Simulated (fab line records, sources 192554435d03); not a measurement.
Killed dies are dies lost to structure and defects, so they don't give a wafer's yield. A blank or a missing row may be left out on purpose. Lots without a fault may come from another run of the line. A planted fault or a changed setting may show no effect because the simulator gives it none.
Chamber matching | flow n5_finfet | N5_BEOL_M0_SAQP_ILD_DEP_01 on pecvd-02: 3 sister chambers
The step deposits SiOC from DEMS/O2, target thk 45.419 nm, time 8.7 s. 6 wafers are shown with their chamber, then 7 later ones without.

WAFERS WITH THEIR CHAMBER
wafer  | chamber | throttle_valve_pct (%) | heater_power_outer_w (W)
L809.1 | 1       | 12.4                   | 263
L816.1 | 2       | 12.1                   | 344
L816.3 | 0       | 13.4                   | 223
L816.5 | 0       | 13.8                   | 222
L817.3 | 1       | 12.4                   | 297
L817.4 | 2       | 12.6                   | 336

WAFERS WITHOUT THEIR CHAMBER
wafer  | throttle_valve_pct (%) | heater_power_outer_w (W)
L817.5 | 13.5                   | 192
L818.3 | 13.8                   | 246
L818.5 | 12.3                   | 352
L818.6 | 12.1                   | 259
L819.1 | 13.6                   | 243
L819.2 | 12.4                   | 313
L819.6 | 12.3                   | 347

WHICH CHAMBER EACH WENT THROUGH
wafer  | from the rows above     | in truth
L817.5 | 0                       | 0
L818.3 | 0                       | 0
L818.5 | 2                       | 2
L818.6 | 1                       | 1
L819.1 | 0                       | 0
L819.2 | can't be placed: 2 or 1 | 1
L819.6 | 2                       | 2
Placed correctly: 6 of 7. Can't be placed from these rows: 1 (the true chamber is among the candidates in 1). Placed wrongly: 0.
How it was worked out, from the rows above alone: a wafer's distance from a chamber is the root of the sum, over the readings, of the square of ((its reading less the chamber's mean) divided by the reading's scatter). The wafer belongs to the nearest chamber; if the next one is less than 2 further off, it can't be placed. A chamber's mean is the mean of its shown wafers. The scatter: the root of (the sum of the squares of (reading less its chamber's mean) over the shown wafers, divided by (wafers less chambers)).
